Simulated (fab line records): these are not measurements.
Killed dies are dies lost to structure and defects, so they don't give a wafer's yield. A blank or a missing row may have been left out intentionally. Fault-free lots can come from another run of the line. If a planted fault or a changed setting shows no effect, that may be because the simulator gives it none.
Matching of chambers || flow n5-finfet || rie-diel-02 running N5_BEOL_M11_ETCH_65: 4 sister chambers
The step etches SiARC in CF4, target depth 39 nm, time 65 s. 4 wafers are shown with their chamber, then 12 later ones without.

## WAFERS, EACH WITH ITS CHAMBER
{"wafer": "L082.5", "chamber": 0, "throttle-valve-pct (%)": 16.14}
{"wafer": "L084.1", "chamber": 1, "throttle-valve-pct (%)": 15.53}
{"wafer": "L086.1", "chamber": 2, "throttle-valve-pct (%)": 15.92}
{"wafer": "L086.5", "chamber": 3, "throttle-valve-pct (%)": 15.21}

## WAFERS WITH NO CHAMBER GIVEN
{"wafer": "L087.1", "throttle-valve-pct (%)": 16.17}
{"wafer": "L087.2", "throttle-valve-pct (%)": 15.22}
{"wafer": "L087.3", "throttle-valve-pct (%)": 15.91}
{"wafer": "L089.1", "throttle-valve-pct (%)": 15.20}
{"wafer": "L089.2", "throttle-valve-pct (%)": 15.52}
{"wafer": "L089.5", "throttle-valve-pct (%)": 16.16}
{"wafer": "L096.2", "throttle-valve-pct (%)": 15.55}
{"wafer": "L096.3", "throttle-valve-pct (%)": 15.50}
{"wafer": "L096.6", "throttle-valve-pct (%)": 15.57}
{"wafer": "L097.1", "throttle-valve-pct (%)": 15.59}
{"wafer": "L097.3", "throttle-valve-pct (%)": 15.51}
{"wafer": "L097.6", "throttle-valve-pct (%)": 15.49}

## EACH ONE'S CHAMBER
{"wafer": "L087.1", "from the rows above": 0, "in truth": 0}
{"wafer": "L087.2", "from the rows above": 3, "in truth": 3}
{"wafer": "L087.3", "from the rows above": 2, "in truth": 2}
{"wafer": "L089.1", "from the rows above": 3, "in truth": 3}
{"wafer": "L089.2", "from the rows above": 1, "in truth": 1}
{"wafer": "L089.5", "from the rows above": 0, "in truth": 0}
{"wafer": "L096.2", "from the rows above": 1, "in truth": 1}
{"wafer": "L096.3", "from the rows above": 1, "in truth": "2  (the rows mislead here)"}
{"wafer": "L096.6", "from the rows above": 1, "in truth": 1}
{"wafer": "L097.1", "from the rows above": 1, "in truth": 1}
{"wafer": "L097.3", "from the rows above": 1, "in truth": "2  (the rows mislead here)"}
{"wafer": "L097.6", "from the rows above": 1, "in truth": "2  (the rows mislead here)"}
Placed correctly: 9 of 12. Number that these rows cannot place: 0. 3 placed wrongly.
How it was worked out, from the rows above alone: a wafer's distance from a chamber is the root of the sum, over the readings, of the square of ((its reading less the chamber's mean) divided by the reading's scatter). If the next closest chamber is less than 2 further off than the closest, the wafer can't be placed; otherwise it belongs to the closest. Each chamber's mean is taken over the wafers shown for it. The scatter: with one shown wafer a chamber, the root of the mean of the squares of how far each hidden wafer lies from its nearest shown one.
